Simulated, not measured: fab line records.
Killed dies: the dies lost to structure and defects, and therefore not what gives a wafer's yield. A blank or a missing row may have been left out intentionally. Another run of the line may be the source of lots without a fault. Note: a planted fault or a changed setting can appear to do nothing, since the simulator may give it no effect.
8D (eight disciplines) problem report, filled in by code / flow nand-harc / the parts of the form that need people (team, actions taken, sign-off) are left out

## 1. THE PROBLEM
On 2 wafers of 1 lot, oes-product-au at NHARC_P_M1_ETCH_35 has a mean of 0.839 a.u.; fault-free wafers read 1.002 a.u., standard deviation 0.013. That puts it -13 standard deviations away from the usual mean.
The step: etches the open film in N2/H2, target depth 40 nm, overetch 12 nm, time 43.94 s.
First seen on wafer L952.4, day 8 09:20, on rie-diel-11. At this step, 33 wafers from 11 lots have a number in the record. The rule behind "out" and "out of limits": a value lying over 4 standard deviations away from the usual mean. The other wafers with a number count as sound.

## 2. WHAT IT IS AND WHAT IT IS NOT
question=which readings at this step | is=oes-product-au | is not=drypump-motor-current-A, mfc-ar-sccm, rf-vpp-V, showerhead-plenum-p-Torr, throttle-valve-pct
question=which lots | is=L952 | is not=L942, L943, L944, L945, L958, L959, L961, L963, L964, L965
question=which wafers of those lots | is=L952.4, L952.6 | is not=L952.5
question=read on which tools | is=rie-diel-11 | is not=rie-diel-10, rie-diel-12
question=when | is=from day 8 09:20 | is not=up to then (13 sound wafers); but 18 sound wafers of L958, L959, L961, L963, L964, L965 came after

## 3. THE SUSPECTS, EACH WITH WHAT RULES IT OUT
Counting: if a tool at a process step up to the reading ran every lot that is out, it stays a suspect. Sound lots after the first of them don't rule it out here, since some wafers of a struck lot are sound.
- pvd-sputter-03 at NHARC_P_M0_DEGAS_28 (time 60 s): kept. It processed L952, the lot that is out, at day 8 06:04, and its most recent sound lot before then was L944 at day 6 14:33.
- pvd-sputter-03 at NHARC_P_M0_PVD_21 (deposits Cu, target thk 30 nm, time 20.49 s): kept. It processed L952, the lot that is out, at day 8 09:20, and its most recent sound lot before then was L944 at day 6 17:47. NHARC_P_M0_PVD_21 gives no start for some lots, so the hours and the order of its lots are those of NHARC_P_M1_ETCH_35.
- rie-diel-11 at NHARC_P_M1_ETCH_35 (etches the open film in N2/H2, target depth 40 nm, overetch 12 nm, time 43.94 s): kept. It processed L952, the lot that is out, at day 8 09:20, and its most recent sound lot before then was L945 at day 6 19:11. On those wafers its own readings are out: oes-product-au.
- At NHARC_P_M1_ETCH_35 on rie-diel-11, chamber 3 took the sound wafers of the same lots and chamber 0 took the wafers that are out.
Left after counting: pvd-sputter-03 at NHARC_P_M0_DEGAS_28, pvd-sputter-03 at NHARC_P_M0_PVD_21, rie-diel-11 at NHARC_P_M1_ETCH_35.

## 4. THE CAUSE (what the simulator had put in)
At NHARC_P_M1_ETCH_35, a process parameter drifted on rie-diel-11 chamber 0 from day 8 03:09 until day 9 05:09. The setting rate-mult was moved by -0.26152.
Counting leaves 3 suspects; this tool is one of them.

## 5. THE EFFECT CHAIN, in route order
Rows list readings where the struck wafers' mean (over those with a number) sits beyond 3 standard deviations from the usual. Only readings whose record carries a usual standard deviation are examined. hours: median over the lots of the time between each lot's start at the first step of this table that gives one and its start at this step. sigmas: the change, counted in usual standard deviations.
hours=0; step=NHARC_P_M1_ETCH_35; reading=oes-product-au; usual=1.002 a.u.; on struck wafers=0.839; change=-0.163; sigmas=-13
The process steps in it:
- NHARC_P_M1_ETCH_35: etches the open film in N2/H2, target depth 40 nm, overetch 12 nm, time 43.94 s.

## 6. WHAT WOULD HAVE CAUGHT IT SOONER
In this record the first reading out of limits was taken at day 8 09:20, 6 hours after the fault began at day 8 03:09.
